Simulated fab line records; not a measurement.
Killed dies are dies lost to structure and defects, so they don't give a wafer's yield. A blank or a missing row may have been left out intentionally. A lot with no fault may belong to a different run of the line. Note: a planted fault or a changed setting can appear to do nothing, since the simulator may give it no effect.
Chamber matching || flow n5-finfet || N5_GATE_CUT_PECVD_57 on pecvd-01 has 3 sister chambers
The step deposits SiNx from SiH4/NH3/N2, target thk 21 nm. 16 wafers are shown with their chamber, then 8 later ones without.

== WAFERS PAIRED WITH THEIR CHAMBERS ==
{"wafer": "L079.1", "chamber": 2, "showerhead-plenum-p-Torr (Torr)": 5.26, "throttle-valve-pct (%)": 39.1, "heater-power-w (W)": 864}
{"wafer": "L079.3", "chamber": 0, "showerhead-plenum-p-Torr (Torr)": 5.12, "throttle-valve-pct (%)": 39.7, "heater-power-w (W)": 720}
{"wafer": "L079.5", "chamber": 0, "showerhead-plenum-p-Torr (Torr)": 5.13, "throttle-valve-pct (%)": 39.9, "heater-power-w (W)": 675}
{"wafer": "L081.1", "chamber": 1, "showerhead-plenum-p-Torr (Torr)": 5.17, "throttle-valve-pct (%)": 41.3, "heater-power-w (W)": 907}
{"wafer": "L081.2", "chamber": 2, "showerhead-plenum-p-Torr (Torr)": 5.27, "throttle-valve-pct (%)": 39.0, "heater-power-w (W)": 947}
{"wafer": "L081.3", "chamber": 0, "showerhead-plenum-p-Torr (Torr)": 5.12, "throttle-valve-pct (%)": 39.9, "heater-power-w (W)": 751}
{"wafer": "L085.2", "chamber": 1, "showerhead-plenum-p-Torr (Torr)": 5.18, "throttle-valve-pct (%)": 41.1, "heater-power-w (W)": 799}
{"wafer": "L085.3", "chamber": 2, "showerhead-plenum-p-Torr (Torr)": 5.28, "throttle-valve-pct (%)": 39.0, "heater-power-w (W)": 964}
{"wafer": "L085.6", "chamber": 2, "showerhead-plenum-p-Torr (Torr)": 5.25, "throttle-valve-pct (%)": 38.8, "heater-power-w (W)": 942}
{"wafer": "L090.1", "chamber": 0, "showerhead-plenum-p-Torr (Torr)": 5.13, "throttle-valve-pct (%)": 40.1, "heater-power-w (W)": 727}
{"wafer": "L090.3", "chamber": 1, "showerhead-plenum-p-Torr (Torr)": 5.17, "throttle-valve-pct (%)": 41.2, "heater-power-w (W)": 904}
{"wafer": "L090.5", "chamber": 2, "showerhead-plenum-p-Torr (Torr)": 5.25, "throttle-valve-pct (%)": 39.2, "heater-power-w (W)": 864}
{"wafer": "L091.2", "chamber": 1, "showerhead-plenum-p-Torr (Torr)": 5.18, "throttle-valve-pct (%)": 41.2, "heater-power-w (W)": 885}
{"wafer": "L091.3", "chamber": 2, "showerhead-plenum-p-Torr (Torr)": 5.26, "throttle-valve-pct (%)": 39.1, "heater-power-w (W)": 841}
{"wafer": "L091.4", "chamber": 2, "showerhead-plenum-p-Torr (Torr)": 5.26, "throttle-valve-pct (%)": 39.2, "heater-power-w (W)": 854}
{"wafer": "L093.2", "chamber": 1, "showerhead-plenum-p-Torr (Torr)": 5.17, "throttle-valve-pct (%)": 41.1, "heater-power-w (W)": 936}

SIGNATURES (means of the wafers above)
{"reading": "showerhead-plenum-p-Torr", "chamber 0": 5.1250, "chamber 1": 5.1740, "chamber 2": 5.2614, "scatter within a chamber": 0.00835}
{"reading": "throttle-valve-pct", "chamber 0": 39.900, "chamber 1": 41.180, "chamber 2": 39.057, "scatter within a chamber": 0.132}
{"reading": "heater-power-w", "chamber 0": 718.25, "chamber 1": 886.20, "chamber 2": 896.57, "scatter within a chamber": 48.1}
Rule: a wafer lies at a distance from a chamber equal to the root of the sum of squares, over the readings, of (its reading less the chamber's mean, divided by the reading's scatter). If the next closest chamber is less than 2 further off than the closest, the wafer can't be placed; otherwise it belongs to the closest. The scatter: the root of (the sum of the squares of (reading less its chamber's mean) over the shown wafers, divided by (wafers less chambers)).

== WAFERS WHOSE CHAMBER IS MISSING ==
{"wafer": "L093.4", "showerhead-plenum-p-Torr (Torr)": 5.26, "throttle-valve-pct (%)": 39.2, "heater-power-w (W)": 916}
{"wafer": "L093.6", "showerhead-plenum-p-Torr (Torr)": 5.14, "throttle-valve-pct (%)": 40.1, "heater-power-w (W)": 717}
{"wafer": "L096.1", "showerhead-plenum-p-Torr (Torr)": 5.18, "throttle-valve-pct (%)": 41.0, "heater-power-w (W)": 887}
{"wafer": "L096.2", "showerhead-plenum-p-Torr (Torr)": 5.12, "throttle-valve-pct (%)": 40.1, "heater-power-w (W)": 762}
{"wafer": "L096.3", "showerhead-plenum-p-Torr (Torr)": 5.19, "throttle-valve-pct (%)": 41.5, "heater-power-w (W)": 887}
{"wafer": "L097.1", "showerhead-plenum-p-Torr (Torr)": 5.18, "throttle-valve-pct (%)": 41.1, "heater-power-w (W)": 895}
{"wafer": "L097.4", "showerhead-plenum-p-Torr (Torr)": 5.12, "throttle-valve-pct (%)": 40.0, "heater-power-w (W)": 765}
{"wafer": "L097.5", "showerhead-plenum-p-Torr (Torr)": 5.13, "throttle-valve-pct (%)": 40.4, "heater-power-w (W)": 775}

== WHICH CHAMBER EACH WENT THROUGH ==
{"wafer": "L093.4", "from the rows above": 2, "in truth": 2}
{"wafer": "L093.6", "from the rows above": 0, "in truth": 0}
{"wafer": "L096.1", "from the rows above": 1, "in truth": 1}
{"wafer": "L096.2", "from the rows above": 0, "in truth": 0}
{"wafer": "L096.3", "from the rows above": 1, "in truth": 1}
{"wafer": "L097.1", "from the rows above": 1, "in truth": 1}
{"wafer": "L097.4", "from the rows above": 0, "in truth": 0}
{"wafer": "L097.5", "from the rows above": 0, "in truth": 0}
Placed correctly: 8 of 8. Can't be placed from these rows: 0. Number placed wrongly: 0.
